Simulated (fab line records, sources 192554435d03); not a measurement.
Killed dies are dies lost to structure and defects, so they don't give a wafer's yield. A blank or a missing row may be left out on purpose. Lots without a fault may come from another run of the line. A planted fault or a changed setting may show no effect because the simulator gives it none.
fab line records | flow n5_finfet
record lots=5 wafers=15 last_day=19
route steps=1938 shown BEOL_M1@812 BEOL_M2@841
lots that met no fault: from a run of the same line without faults
start_h: hours from the record's first day to the start of the lot's first wafer shown | wait_h: hours since the lot's step before | " the same as in the row above | L1.1+2: a row that stands for several wafers | - no value, or no start given | * or withheld: withheld | < > ~ a bound
route shown NAME@n: a module of which the file shows steps, and the number in the route of the first | usual: mean/standard deviation of fault-free wafers | same: alike in all rows | chamber/n: place in a boat | sites: the reading at each site | _std_site: their standard deviation | _edge_site: outer sites' mean less inner sites' | radius_mm: how far each site lies from the wafer's centre | mask NAME#n: copy n | behind: the tool/chamber that last shaped the wafer | hold: why the lot was held/for how many hours/how that ended | device: the transistor (n, p or np) that didn't switch | end of line: the same wafers' tests at the end of the route | a step without rows: its recipe alone | killed: dies lost to structure and defects at the first sort, not the wafer's yield | map: a wafer's dies, x killed, . not, _ none there
set.NAME: the setting as run; set.NAME@STEP: as run at that earlier step | model.NAME: the simulator's own value behind a step, which no gauge read
lots at some steps of the route; a table a step, a row a wafer
services: from which hour (start_h, from the record's first day; less than 0 if before it) a tool's chamber was out of use, for how many hours, and why
## steps
# step N5_BEOL_M1_SURFACE_TREAT_85
# recipe gas=Ar time_s=* ion_energy_ev=* ion_current_ma_cm2=0.5 pressure_mtorr=* ar_flow_sccm=30
# usual throttle_valve_pct=*
# columns lot.wafer tool chamber start_h wait_h throttle_valve_pct
L083.1 pvd_sputter-01 - 191.82 0.2 *
L083.3 " - " " *
L083.4 " - " " *
L082.2 pvd_sputter-03 - 195.38 0.1 *
L082.5 " - " " *
L082.6 " - " " *
L084.2 pvd_sputter-01 - 214.51 0.3 *
L084.4 " - " " *
L084.5 " - " " *
L094.1 pvd_sputter-02 - 249.73 0.1 *
L094.2 " - " " *
L094.3 " - " " *
L095.3 pvd_sputter-02 - 256.15 0.2 *
L095.5 " - " " *
L095.6 " - " " *
# step N5_BEOL_M1_CVD_47
# recipe material=Co target_thk_a=30 temp_c=withheld precursor=CCTBA/H2 pressure_torr=30 time_s=223.8
# usual chamber_pressure_Torr=30.01/0.067
# columns lot.wafer tool chamber start_h wait_h chamber_pressure_Torr
L083.1 cvd_co-01 0 192.04 0.2 30.14
L083.3 " 2 " " 29.93
L083.4 " 0 " " 29.93
L082.2 cvd_co-02 1 195.44 0.0 30.08
L082.5 " 2 " " 29.96
L082.6 " 1 " " 30.01
L084.2 cvd_co-02 0 214.59 0.1 30.07
L084.4 " 2 " " 29.96
L084.5 " 0 " " 30.21
L094.1 cvd_co-01 1 250.04 0.3 30.05
L094.2 " 2 " " 30.04
L094.3 " 0 " " 29.99
L095.3 cvd_co-01 2 256.21 0.0 29.99
L095.5 " 2 " " 29.96
L095.6 " 1 " " 30.01
# step N5_BEOL_M1_SPUTTER_48
# recipe material=Cu target_thk_a=45 temp_c=-20 chamber_pressure_pa=0.07 power_w=withheld time_s=8.29
# usual throttle_valve_pct=30.0/0.76
# columns lot.wafer tool chamber start_h wait_h throttle_valve_pct
L083.1 pvd_sputter-03 - 192.46 0.4 28.8
L083.3 " - " " 31.1
L083.4 " - " " 30.2
L082.2 pvd_sputter-03 - 195.64 0.1 28.7
L082.5 " - " " 29.0
L082.6 " - " " 31.3
L084.2 pvd_sputter-01 - 214.87 0.2 29.9
L084.4 " - " " 30.6
L084.5 " - " " 30.0
L094.1 pvd_sputter-03 - 250.29 0.2 29.9
L094.2 " - " " 31.5
L094.3 " - " " 28.7
L095.3 pvd_sputter-02 - 256.38 0.1 29.2
L095.5 " - " " 29.7
L095.6 " - " " 31.0
# step N5_BEOL_M1_ANNEAL_49
# recipe temp_c=400 time_s=240 ambient=vacuum
# usual heater_power_w=811/44 susceptor_temp_C_max=401.0/0.37
# columns lot.wafer tool chamber start_h wait_h heater_power_w susceptor_temp_C_max
L083.1 pvd_sputter-03 - 192.54 0.0 780 401.5
L083.3 " - " " 807 401.8
L083.4 " - " " 876 401.3
L082.2 pvd_sputter-03 - 195.72 0.0 801 401.5
L082.5 " - " " 828 400.8
L082.6 " - " " 800 401.2
L084.2 pvd_sputter-01 - 214.95 0.0 821 400.8
L084.4 " - " " 786 402.0
L084.5 " - " " 841 401.1
L094.1 pvd_sputter-03 - 250.37 0.0 845 401.2
L094.2 " - " " 810 400.6
L094.3 " - " " 806 401.3
L095.3 pvd_sputter-02 - 256.46 0.0 786 401.0
L095.5 " - " " 791 401.0
L095.6 " - " " 818 400.5
# step N5_BEOL_M1_SPUTTER_79
# recipe material=Cu target_thk_a=45 temp_c=-20 chamber_pressure_pa=0.07 power_w=withheld time_s=8.29
# usual throttle_valve_pct=30.0/0.75
# columns lot.wafer tool chamber start_h wait_h throttle_valve_pct
L083.1 pvd_sputter-03 - 192.68 0.1 29.1
L083.3 " - " " 31.4
L083.4 " - " " 30.1
L082.2 pvd_sputter-03 - 195.86 0.1 28.6
L082.5 " - " " 29.0
L082.6 " - " " 31.4
L084.2 pvd_sputter-01 - 215.09 0.1 30.1
L084.4 " - " " 30.4
L084.5 " - " " 29.9
L094.1 pvd_sputter-03 - 250.51 0.1 30.1
L094.2 " - " " 31.1
L094.3 " - " " 29.0
L095.3 pvd_sputter-02 - 256.60 0.1 29.4
L095.5 " - " " 29.3
L095.6 " - " " 31.1
# step N5_BEOL_M1_ANNEAL_80
# recipe temp_c=400 time_s=240 ambient=vacuum
# usual heater_power_w=811/46 susceptor_temp_C_max=401.0/0.37
# columns lot.wafer tool chamber start_h wait_h heater_power_w susceptor_temp_C_max
L083.1 pvd_sputter-03 - 192.76 0.0 802 401.3
L083.3 " - " " 813 401.3
L083.4 " - " " 871 400.9
L082.2 pvd_sputter-03 - 195.94 0.0 791 401.6
L082.5 " - " " 859 401.5
L082.6 " - " " 805 401.6
L084.2 pvd_sputter-01 - 215.17 0.0 835 401.1
L084.4 " - " " 795 401.8
L084.5 " - " " 811 401.0
L094.1 pvd_sputter-03 - 250.59 0.0 862 400.9
L094.2 " - " " 817 401.3
L094.3 " - " " 801 400.8
L095.3 pvd_sputter-02 - 256.68 0.0 784 400.7
L095.5 " - " " 771 400.6
L095.6 " - " " 826 400.9
# step N5_BEOL_M1_SPUTTER_81
# recipe material=Cu target_thk_a=45 temp_c=-20 chamber_pressure_pa=0.07 power_w=withheld time_s=8.29
# usual throttle_valve_pct=30.0/0.75
# columns lot.wafer tool chamber start_h wait_h throttle_valve_pct
L083.1 pvd_sputter-03 - 192.90 0.1 28.8
L083.3 " - " " 31.1
L083.4 " - " " 30.1
L082.2 pvd_sputter-03 - 196.08 0.1 28.7
L082.5 " - " " 29.2
L082.6 " - " " 31.1
L084.2 pvd_sputter-01 - 215.31 0.1 30.2
L084.4 " - " " 30.2
L084.5 " - " " 29.9
L094.1 pvd_sputter-03 - 252.75 2.1 29.9
L094.2 " - " " 31.2
L094.3 " - " " 28.9
L095.3 pvd_sputter-02 - 256.82 0.1 29.2
L095.5 " - " " 29.4
L095.6 " - " " 30.9
# step N5_BEOL_M1_ANNEAL_82
# recipe temp_c=400 time_s=240 ambient=vacuum
# usual heater_power_w=812/47 susceptor_temp_C_max=401.0/0.34
# columns lot.wafer tool chamber start_h wait_h heater_power_w susceptor_temp_C_max
L083.1 pvd_sputter-03 - 192.98 0.0 779 402.0
L083.3 " - " " 799 401.4
L083.4 " - " " 879 401.2
L082.2 pvd_sputter-03 - 196.16 0.0 800 401.3
L082.5 " - " " 849 401.2
L082.6 " - " " 811 401.2
L084.2 pvd_sputter-01 - 215.39 0.0 822 401.2
L084.4 " - " " 789 401.5
L084.5 " - " " 835 401.2
L094.1 pvd_sputter-03 - 252.83 0.0 872 401.0
L094.2 " - " " 800 401.0
L094.3 " - " " 810 401.1
L095.3 pvd_sputter-02 - 256.90 0.0 781 401.1
L095.5 " - " " 770 400.8
L095.6 " - " " 825 400.8
# step N5_BEOL_M1_SPUTTER_86
# recipe material=Cu target_thk_a=45 temp_c=-20 chamber_pressure_pa=0.07 power_w=withheld time_s=8.29
# usual throttle_valve_pct=30.0/0.75
# columns lot.wafer tool chamber start_h wait_h throttle_valve_pct
L083.1 pvd_sputter-03 - 193.12 0.1 29.0
L083.3 " - " " 31.1
L083.4 " - " " 30.0
L082.2 pvd_sputter-03 - 196.30 0.1 28.9
L082.5 " - " " 29.1
L082.6 " - " " 31.1
L084.2 pvd_sputter-01 - 215.53 0.1 29.8
L084.4 " - " " 30.7
L084.5 " - " " 29.6
L094.1 pvd_sputter-03 - 252.97 0.1 30.1
L094.2 " - " " 31.2
L094.3 " - " " 29.0
L095.3 pvd_sputter-02 - 257.04 0.1 29.3
L095.5 " - " " 29.4
L095.6 " - " " 31.0
# step N5_BEOL_M1_ANNEAL_87
# recipe temp_c=400 time_s=240 ambient=vacuum
# usual heater_power_w=809/46 susceptor_temp_C_max=401.1/0.36
# columns lot.wafer tool chamber start_h wait_h heater_power_w susceptor_temp_C_max
L083.1 pvd_sputter-03 - 193.20 0.0 794 400.9
L083.3 " - " " 812 401.5
L083.4 " - " " 866 400.8
L082.2 pvd_sputter-03 - 196.38 0.0 799 401.1
L082.5 " - " " 864 401.5
L082.6 " - " " 816 401.2
L084.2 pvd_sputter-01 - 215.61 0.0 819 400.8
L084.4 " - " " 778 401.5
L084.5 " - " " 851 401.3
L094.1 pvd_sputter-03 - 253.05 0.0 875 401.2
L094.2 " - " " 802 401.8
L094.3 " - " " 811 401.1
L095.3 pvd_sputter-02 - 257.12 0.0 759 400.7
L095.5 " - " " 773 400.9
L095.6 " - " " 817 400.7
# step N5_BEOL_M1_SPUTTER_88
# recipe material=Cu target_thk_a=45 temp_c=-20 chamber_pressure_pa=0.07 power_w=withheld time_s=8.29
# usual throttle_valve_pct=30.0/0.76
# columns lot.wafer tool chamber start_h wait_h throttle_valve_pct
L083.1 pvd_sputter-03 - 193.34 0.1 28.7
L083.3 " - " " 31.0
L083.4 " - " " 29.8
L082.2 pvd_sputter-03 - 196.52 0.1 28.4
L082.5 " - " " 29.0
L082.6 " - " " 30.9
L084.2 pvd_sputter-01 - 215.75 0.1 29.7
L084.4 " - " " 30.6
L084.5 " - " " 30.0
L094.1 pvd_sputter-03 - 253.19 0.1 29.7
L094.2 " - " " 31.0
L094.3 " - " " 28.7
L095.3 pvd_sputter-02 - 257.26 0.1 29.8
L095.5 " - " " 29.3
L095.6 " - " " 30.9
# step N5_BEOL_M1_ANNEAL_89
# recipe temp_c=400 time_s=240 ambient=vacuum
# usual heater_power_w=810/46 susceptor_temp_C_max=401.0/0.38
# columns lot.wafer tool chamber start_h wait_h heater_power_w susceptor_temp_C_max
L083.1 pvd_sputter-03 - 193.42 0.0 814 401.7
L083.3 " - " " 785 400.9
L083.4 " - " " 866 400.8
L082.2 pvd_sputter-03 - 196.60 0.0 810 401.3
L082.5 " - " " 854 401.4
L082.6 " - " " 802 400.9
L084.2 pvd_sputter-01 - 215.83 0.0 837 400.5
L084.4 " - " " 801 401.5
L084.5 " - " " 837 401.1
L094.1 pvd_sputter-03 - 253.27 0.0 858 401.3
L094.2 " - " " 814 401.6
L094.3 " - " " 798 401.1
L095.3 pvd_sputter-02 - 257.34 0.0 782 400.7
L095.5 " - " " 763 400.8
L095.6 " - " " 832 401.1
# step N5_BEOL_M1_SPUTTER_90
# recipe material=Cu target_thk_a=45 temp_c=-20 chamber_pressure_pa=0.07 power_w=withheld time_s=8.29
# usual throttle_valve_pct=30.0/0.76
# columns lot.wafer tool chamber start_h wait_h throttle_valve_pct
L083.1 pvd_sputter-03 - 193.56 0.1 28.8
L083.3 " - " " 31.1
L083.4 " - " " 29.9
L082.2 pvd_sputter-03 - 196.74 0.1 28.8
L082.5 " - " " 29.2
L082.6 " - " " 31.1
L084.2 pvd_sputter-01 - 215.97 0.1 30.1
L084.4 " - " " 30.5
L084.5 " - " " 30.0
L094.1 pvd_sputter-03 - 253.41 0.1 29.8
L094.2 " - " " 30.8
L094.3 " - " " 28.9
L095.3 pvd_sputter-02 - 257.48 0.1 29.4
L095.5 " - " " 29.1
L095.6 " - " " 31.0
# step N5_BEOL_M1_ANNEAL_91
# recipe temp_c=400 time_s=240 ambient=vacuum
# usual heater_power_w=811/47 susceptor_temp_C_max=401.0/0.36
# columns lot.wafer tool chamber start_h wait_h heater_power_w susceptor_temp_C_max
L083.1 pvd_sputter-03 - 193.64 0.0 789 401.3
L083.3 " - " " 802 400.9
L083.4 " - " " 857 400.7
L082.2 pvd_sputter-03 - 196.82 0.0 772 401.3
L082.5 " - " " 862 401.1
L082.6 " - " " 807 401.4
L084.2 pvd_sputter-01 - 216.05 0.0 817 401.0
L084.4 " - " " 819 401.4
L084.5 " - " " 825 401.2
L094.1 pvd_sputter-03 - 253.49 0.0 870 400.9
L094.2 " - " " 796 400.7
L094.3 " - " " 783 401.5
L095.3 pvd_sputter-02 - 257.56 0.0 774 401.0
L095.5 " - " " 771 400.5
L095.6 " - " " 819 400.8
# step N5_BEOL_M1_SPUTTER_92
# recipe material=Cu target_thk_a=45 temp_c=-20 chamber_pressure_pa=0.07 power_w=withheld time_s=8.29
# usual throttle_valve_pct=30.0/0.75
# columns lot.wafer tool chamber start_h wait_h throttle_valve_pct
L083.1 pvd_sputter-03 - 193.78 0.1 29.1
L083.3 " - " " 31.2
L083.4 " - " " 29.9
L082.2 pvd_sputter-03 - 196.96 0.1 28.8
L082.5 " - " " 28.9
L082.6 " - " " 31.1
L084.2 pvd_sputter-01 - 216.19 0.1 29.9
L084.4 " - " " 30.7
L084.5 " - " " 30.0
L094.1 pvd_sputter-03 - 253.63 0.1 30.0
L094.2 " - " " 31.1
L094.3 " - " " 28.6
L095.3 pvd_sputter-02 - 257.70 0.1 29.3
L095.5 " - " " 29.2
L095.6 " - " " 31.5
# step N5_BEOL_M1_ANNEAL_93
# recipe temp_c=400 time_s=240 ambient=vacuum
# usual heater_power_w=812/47 susceptor_temp_C_max=401.0/0.39
# columns lot.wafer tool chamber start_h wait_h heater_power_w susceptor_temp_C_max
L083.1 pvd_sputter-03 - 193.86 0.0 801 401.0
L083.3 " - " " 793 401.4
L083.4 " - " " 868 401.2
L082.2 pvd_sputter-03 - 197.04 0.0 808 401.2
L082.5 " - " " 833 402.0
L082.6 " - " " 804 401.2
L084.2 pvd_sputter-01 - 216.27 0.0 805 401.0
L084.4 " - " " 804 401.1
L084.5 " - " " 821 400.7
L094.1 pvd_sputter-03 - 253.71 0.0 866 400.8
L094.2 " - " " 822 401.4
L094.3 " - " " 788 400.9
L095.3 pvd_sputter-02 - 257.78 0.0 759 400.3
L095.5 " - " " 781 400.6
L095.6 " - " " 813 400.8
# step N5_BEOL_M1_SPUTTER_94
# recipe material=Cu target_thk_a=45 temp_c=-20 chamber_pressure_pa=0.07 power_w=withheld time_s=8.29
# usual throttle_valve_pct=30.0/0.75
# columns lot.wafer tool chamber start_h wait_h throttle_valve_pct
L083.1 pvd_sputter-03 - 194.00 0.1 28.8
L083.3 " - " " 31.0
L083.4 " - " " 29.9
L082.2 pvd_sputter-03 - 197.18 0.1 29.1
L082.5 " - " " 29.0
L082.6 " - " " 31.1
L084.2 pvd_sputter-01 - 216.41 0.1 30.1
L084.4 " - " " 30.6
L084.5 " - " " 29.8
L094.1 pvd_sputter-03 - 253.85 0.1 30.0
L094.2 " - " " 31.2
L094.3 " - " " 29.1
L095.3 pvd_sputter-02 - 257.92 0.1 29.3
L095.5 " - " " 29.2
L095.6 " - " " 30.9
# step N5_BEOL_M1_ANNEAL_95
# recipe temp_c=400 time_s=240 ambient=vacuum
# usual heater_power_w=811/45 susceptor_temp_C_max=401.0/0.37
# columns lot.wafer tool chamber start_h wait_h heater_power_w susceptor_temp_C_max
L083.1 pvd_sputter-03 - 194.08 0.0 799 401.3
L083.3 " - " " 811 400.8
L083.4 " - " " 877 401.0
L082.2 pvd_sputter-03 - 197.26 0.0 781 401.3
L082.5 " - " " 837 401.7
L082.6 " - " " 787 401.0
L084.2 pvd_sputter-01 - 216.49 0.0 859 400.8
L084.4 " - " " 821 402.0
L084.5 " - " " 832 401.0
L094.1 pvd_sputter-03 - 253.93 0.0 862 401.0
L094.2 " - " " 807 402.3
L094.3 " - " " 804 401.0
L095.3 pvd_sputter-02 - 258.00 0.0 781 401.1
L095.5 " - " " 777 400.8
L095.6 " - " " 840 400.8
# step N5_BEOL_M1_SPUTTER_96
# recipe material=Cu target_thk_a=45 temp_c=-20 chamber_pressure_pa=0.07 power_w=withheld time_s=8.29
# usual throttle_valve_pct=30.0/0.76
# columns lot.wafer tool chamber start_h wait_h throttle_valve_pct
L083.1 pvd_sputter-03 - 194.22 0.1 29.0
L083.3 " - " " 31.1
L083.4 " - " " 30.0
L082.2 pvd_sputter-03 - 197.40 0.1 28.6
L082.5 " - " " 28.9
L082.6 " - " " 30.9
L084.2 pvd_sputter-01 - 216.63 0.1 29.7
L084.4 " - " " 30.5
L084.5 " - " " 30.0
L094.1 pvd_sputter-03 - 254.07 0.1 30.1
L094.2 " - " " 31.1
L094.3 " - " " 28.5
L095.3 pvd_sputter-02 - 258.14 0.1 29.2
L095.5 " - " " 29.3
L095.6 " - " " 31.1
# step N5_BEOL_M1_ECD_50
# recipe material=Cu target_thk_a=3000
# columns lot.wafer tool chamber start_h wait_h
L083.1+3+4 ecd_cu-02 1,1,0 194.37 0.1
L082.2+5+6 ecd_cu-01 1,1,0 197.52 0.1
L084.2+4+5 ecd_cu-02 1,0,1 216.75 0.1
L094.1+2+3 ecd_cu-02 0,1,0 254.19 0.1
L095.3+5+6 ecd_cu-02 1,0,1 258.28 0.1
# step N5_BEOL_M1_ANNEAL_51
# recipe temp_c=225 time_s=90 ambient=N2
# usual anneal_temp_c_max=226.1/0.31 wafer_temp_C_max=226.0/0.34
# columns lot.wafer tool chamber start_h wait_h anneal_temp_c_max wafer_temp_C_max
L083.1 rtp_anneal-02 0 194.62 0.2 226.2 226.2
L083.3 " 0 " " 226.0 225.9
L083.4 " 0 " " 226.3 226.2
L082.2 rtp_anneal-01 0 197.76 0.2 225.6 226.0
L082.5 " 0 " " 225.9 226.1
L082.6 " 0 " " 226.1 226.0
L084.2 rtp_anneal-01 0 216.87 0.1 225.8 226.1
L084.4 " 0 " " 225.7 225.7
L084.5 " 0 " " 226.0 225.7
L094.1 rtp_anneal-02 0 254.27 0.1 226.4 226.3
L094.2 " 0 " " 226.5 226.1
L094.3 " 0 " " 226.4 226.4
L095.3 rtp_anneal-02 0 258.43 0.1 226.3 226.5
L095.5 " 0 " " 226.4 226.5
L095.6 " 0 " " 226.5 226.2
# step N5_BEOL_M1_CMP_52
# recipe stop_on=SiOC t_overpolish_s=6.8 down_force_psi=1 platen_rpm=50 clearing_platen_down_force_psi=1.5 clearing_platen_rpm=50 post_cmp_clean=cu_alkaline target_thk_nm=40 clearing_platen_pad_velocity_m_s=0.99484 pad_velocity_m_s=0.99484
# usual barrier_field_endpoint_s=24.9/0.81 motor_current_A=6.1/0.74 overpolish_run_s=6.801/0.0083 time_to_endpoint_s=62/4.1
# columns lot.wafer tool chamber start_h wait_h barrier_field_endpoint_s motor_current_A overpolish_run_s time_to_endpoint_s
L083.3 cmp-03 3 194.92 0.2 23.7 6.1 6.811 57
L083.1 " 1 " " 25.0 6.3 6.798 64
L083.4 " 2 " " 25.0 5.7 6.799 62
L082.2 cmp-03 1 198.13 0.3 26.0 6.6 6.817 67
L082.5 " 2 " " 24.8 5.8 6.798 65
L082.6 " 3 " " 24.9 6.2 6.805 58
L084.4 cmp-03 3 217.13 0.1 24.7 6.1 6.806 59
L084.2 " 0 " " 25.2 4.8 6.804 67
L084.5 " 0 " " 26.6 4.8 6.813 67
L094.2 cmp-02 0 254.57 0.2 24.0 6.6 6.801 61
L094.1 " 1 " " 26.3 5.4 6.792 69
L094.3 " 3 " " 24.5 6.3 6.807 59
L095.3 cmp-01 3 258.67 0.2 24.3 6.3 6.797 62
L095.6 " 2 " " 26.6 7.1 6.802 71
L095.5 " 3 " " 24.3 6.2 6.791 61
# step N5_BEOL_M1_THK_MEAS_53
# recipe thk_meas_gauge=xrf reads=Cu_of_BEOL_M1_ECD_50
# usual M1_THK=39.0/1.8
# columns lot.wafer tool chamber start_h wait_h M1_THK[nm]
L083.1 film_metro-02 - 195.22 - 39.4
L083.3 " - " " 39.8
L083.4 " - " " 42.7
L082.2 film_metro-02 - 198.31 - 39.3
L082.5 " - " " 41.0
L082.6 " - " " 37.8
L084.2 film_metro-01 - 217.42 - 40.1
L084.4 " - " " 40.5
L084.5 " - " " 39.0
L094.1 film_metro-01 - 254.86 - 40.5
L094.2 " - " " 40.4
L094.3 " - " " 37.4
L095.3 film_metro-02 - 258.93 - 37.8
L095.5 " - " " 38.9
L095.6 " - " " 42.0
# step N5_BEOL_M1_PRE_CLEAN_60
# recipe gas=NH3/H2 time_s=15 temp_c=* rf_power_w=300
# usual heater_power_w=87/18
# columns lot.wafer tool chamber start_h wait_h heater_power_w
L083.1 cvd_co-02 0 195.25 0.0 84
L083.3 " 2 " " 67
L083.4 " 1 " " 66
L082.2 cvd_co-02 1 198.35 0.0 69
L082.5 " 2 " " 67
L082.6 " 1 " " 66
L084.2 cvd_co-01 1 217.46 0.0 122
L084.4 " 0 " " 91
L084.5 " 1 " " 120
L094.1 cvd_co-02 2 254.90 0.0 68
L094.2 " 1 " " 67
L094.3 " 0 " " 85
L095.3 cvd_co-02 1 258.97 0.0 69
L095.5 " 1 " " 66
L095.6 " 0 " " 87
# step N5_BEOL_M1_CO_CAP_55
# recipe material=Co target_thk_a=20 temp_c=200 precursor=CCTBA/H2 pressure_torr=30 time_s=102.1
# usual chamber_pressure_Torr=29.99/0.067 heater_power_w=239/23
# columns lot.wafer tool chamber start_h wait_h chamber_pressure_Torr heater_power_w
L083.1 cvd_co-02 0 195.29 0.0 29.97 237
L083.3 " 2 " " 29.98 217
L083.4 " 1 " " 29.89 214
L082.2 cvd_co-02 1 198.39 0.0 30.03 213
L082.5 " 2 " " 30.04 213
L082.6 " 1 " " 30.08 216
L084.2 cvd_co-01 1 217.50 0.0 30.12 278
L084.4 " 0 " " 29.99 249
L084.5 " 1 " " 30.09 285
L094.1 cvd_co-02 2 254.94 0.0 30.04 219
L094.2 " 1 " " 30.03 220
L094.3 " 0 " " 29.94 244
L095.3 cvd_co-02 1 259.01 0.0 30.02 213
L095.5 " 1 " " 29.91 214
L095.6 " 0 " " 29.98 234
# step N5_BEOL_M1_PRE_CLEAN_56
# recipe gas=NH3 time_s=15 temp_c=withheld rf_power_w=300
# columns lot.wafer tool chamber start_h wait_h
L083.1+3+4 pecvd-02 1,2,0 195.38 0.1
L082.2+5+6 pecvd-02 1,0,1 198.48 0.1
L084.2+4+5 pecvd-02 1,0,2 217.59 0.1
L094.1+2+3 pecvd-03 1,0,2 255.03 0.1
L095.3+5+6 pecvd-01 2,0,2 259.11 0.1
# step N5_BEOL_M1_DEP_57
# recipe material=SiCN target_thk_a=80 temp_c=withheld precursor=3MS/NH3 pressure_torr=3 rf_w=202 time_s=14
# usual chamber_pressure_Torr=3.000/0.0068 showerhead_plenum_p_Torr=3.658/0.012 throttle_valve_pct=9.0/0.36
# columns lot.wafer tool chamber start_h wait_h chamber_pressure_Torr showerhead_plenum_p_Torr throttle_valve_pct
L083.1 pecvd-02 1 195.41 0.0 3.004 3.676 9.1
L083.3 " 2 " " 2.993 3.668 8.5
L083.4 " 0 " " 2.999 3.645 8.9
L082.2 pecvd-02 1 198.51 0.0 2.992 3.674 8.8
L082.5 " 0 " " 2.988 3.647 8.8
L082.6 " 1 " " 2.990 3.659 8.7
L084.2 pecvd-02 1 217.62 0.0 3.011 3.661 9.0
L084.4 " 0 " " 3.001 3.638 9.1
L084.5 " 2 " " 3.001 3.666 8.7
L094.1 pecvd-03 1 255.06 0.0 3.001 3.636 9.6
L094.2 " 0 " " 3.006 3.662 9.2
L094.3 " 2 " " 3.012 3.666 8.3
L095.3 pecvd-01 2 259.15 0.0 3.004 3.652 9.1
L095.5 " 0 " " 2.993 3.660 9.0
L095.6 " 2 " " 2.997 3.657 9.1
# step N5_BEOL_M1_RS_MEAS_58
# recipe thk_meas_gauge=four-point-probe reads=Co_of_BEOL_M1_CO_CAP_55+Cu_of_BEOL_M1_ECD_50+Co_of_BEOL_M1_CVD_47+TaN_of_BEOL_M1_ALD_84
# usual M1_RS=0.67/0.039
# columns lot.wafer tool chamber start_h wait_h M1_RS[ohm/sq]
L083.1 film_metro-01 - 195.48 0.0 0.66
L083.3 " - " " 0.65
L083.4 " - " " 0.60
L082.2 film_metro-02 - 198.57 0.1 0.66
L082.5 " - " " 0.63
L082.6 " - " " 0.69
L084.2 film_metro-02 - 217.68 0.1 0.64
L084.4 " - " " 0.64
L084.5 " - " " 0.67
L094.1 film_metro-02 - 255.12 0.0 0.64
L094.2 " - " " 0.64
L094.3 " - " " 0.70
L095.3 film_metro-01 - 259.22 0.1 0.69
L095.5 " - " " 0.67
L095.6 " - " " 0.60
# step N5_BEOL_M1_INSPECT_59
# recipe inspect_instrument=darkfield mode=post_dep
# usual raw_defect_count=70/22
# columns lot.wafer tool chamber start_h wait_h raw_defect_count
L083.1 defect_inspect-01 - 195.50 0.0 70
L083.3 " - " " 91
L083.4 " - " " 43
L082.2 defect_inspect-02 - 198.60 0.0 47
L082.5 " - " " 46
L082.6 " - " " 51
L084.2 defect_inspect-02 - 217.71 0.0 46
L084.4 " - " " 52
L084.5 " - " " 62
L094.1 defect_inspect-02 - 255.15 0.0 104
L094.2 " - " " 58
L094.3 " - " " 68
L095.3 defect_inspect-01 - 259.25 0.0 89
L095.5 " - " " 51
L095.6 " - " " 55
# step N5_BEOL_M2_ILD_DEP_00
# recipe material=SiOC target_thk_a=790 temp_c=350 precursor=DEMS/O2 pressure_torr=5 rf_w=500 time_s=15.3
# usual chamber_pressure_Torr=5.002/0.01 heater_power_w=512/57 showerhead_plenum_p_Torr=5.689/0.015 throttle_valve_pct=12.1/0.52
# columns lot.wafer tool chamber start_h wait_h chamber_pressure_Torr heater_power_w showerhead_plenum_p_Torr throttle_valve_pct
L083.1 pecvd-03 0 195.54 0.0 4.993 516 5.689 12.9
L083.3 " 2 " " 5.012 575 5.682 11.8
L083.4 " 0 " " 4.998 521 5.684 12.4
L082.2 pecvd-01 1 198.64 0.0 5.006 469 5.703 11.6
L082.5 " 0 " " 4.997 566 5.694 11.8
L082.6 " 1 " " 5.013 467 5.713 11.7
L084.2 pecvd-03 0 217.75 0.0 5.000 588 5.678 12.5
L084.4 " 1 " " 5.002 600 5.679 12.7
L084.5 " 1 " " 5.005 616 5.675 13.1
L094.1 pecvd-04 2 255.18 0.0 4.990 540 5.685 11.6
L094.2 " 0 " " 4.995 529 5.680 11.5
L094.3 " 1 " " 4.990 499 5.683 13.0
L095.3 pecvd-01 2 259.30 0.1 5.010 476 5.676 12.4
L095.5 " 2 " " 5.022 377 5.703 12.3
L095.6 " 0 " " 5.012 533 5.700 12.1
# step N5_BEOL_M2_THK_MEAS_01
# recipe reads=SiOC_of_BEOL_M2_ILD_DEP_00
# usual M2_ILD_THK=79.2/1.2
# columns lot.wafer tool chamber start_h wait_h M2_ILD_THK[nm]
L083.1 film_metro-01 - 195.61 0.0 76.9
L083.3 " - " " 78.8
L083.4 " - " " 78.5
L082.2 film_metro-01 - 198.70 0.1 79.9
L082.5 " - " " 80.5
L082.6 " - " " 80.3
L084.2 film_metro-01 - 217.83 0.1 76.8
L084.4 " - " " 80.1
L084.5 " - " " 80.0
L094.1 film_metro-02 - 255.25 0.0 80.0
L094.2 " - " " 79.2
L094.3 " - " " 78.9
L095.3 film_metro-02 - 259.37 0.1 79.2
L095.5 " - " " 79.8
L095.6 " - " " 81.4
# step N5_BEOL_M2_PECVD_72
# recipe material=SiO2 target_thk_a=160 temp_c=400 precursor=TEOS/O2 pressure_torr=5.5 rf_w=450 teos_flow_sccm=53.8 gas=O2 flow_sccm=3000 time_s=18
# usual chamber_pressure_Torr=5.501/0.012 heater_power_w=754/68 showerhead_plenum_p_Torr=8.76/0.06 throttle_valve_pct=22.4/1.1
# columns lot.wafer tool chamber start_h wait_h chamber_pressure_Torr heater_power_w showerhead_plenum_p_Torr throttle_valve_pct
L083.1 pecvd-04 0 195.64 0.0 5.497 839 8.70 21.1
L083.3 " 1 " " 5.497 697 8.72 24.1
L083.4 " 0 " " 5.512 822 8.69 21.2
L082.2 pecvd-03 1 198.74 0.0 5.493 854 8.69 23.7
L082.5 " 1 " " 5.508 870 8.70 24.0
L082.6 " 0 " " 5.507 825 8.74 23.7
L084.2 pecvd-01 1 217.87 0.0 5.501 689 8.86 21.6
L084.4 " 1 " " 5.507 687 8.85 21.5
L084.5 " 0 " " 5.494 749 8.75 22.7
L094.1 pecvd-03 1 255.29 0.0 5.500 756 8.71 24.0
L094.2 " 2 " " 5.503 834 8.80 20.5
L094.3 " 0 " " 5.482 812 8.74 23.7
L095.3 pecvd-03 2 259.41 0.0 5.501 841 8.80 20.7
L095.5 " 2 " " 5.509 818 8.79 20.8
L095.6 " 1 " " 5.520 827 8.72 23.7
## services
# columns tool chamber start_h hours kind
cvd_co-02 2 168.17 13.3 repair
cmp-03 - 169.16 - consumable_replace:conditioner
cmp-03 - 169.16 - consumable_replace:pad
pecvd-01 - 174.71 1.9 repair
ecd_cu-01 - 176.56 11.1 pm
pvd_sputter-03 - 178.82 0.5 repair
pecvd-04 2 181.41 1.9 repair
cmp-02 - 200.35 0.6 repair
pecvd-03 2 202.38 - clean
pecvd-03 2 202.38 - consumable_replace:showerhead
pecvd-03 2 202.38 29.0 scheduled_down
pecvd-03 2 202.38 29.0 vent_cycle
pecvd-02 1 207.89 5.5 scheduled_down
pecvd-01 - 208.46 3.3 repair
cmp-02 - 216.84 2.0 repair
pecvd-02 - 222.67 1.2 repair
pecvd-02 - 226.05 0.3 repair
rtp_anneal-01 - 226.16 1.2 pm
cmp-01 - 226.86 3.7 repair
ecd_cu-01 - 227.44 0.9 repair
cvd_co-02 1 228.63 1.9 repair
cmp-02 - 232.28 5.7 pm
ecd_cu-01 - 251.89 0.7 repair
pecvd-01 1 258.34 2.1 scheduled_down
## key
fault none
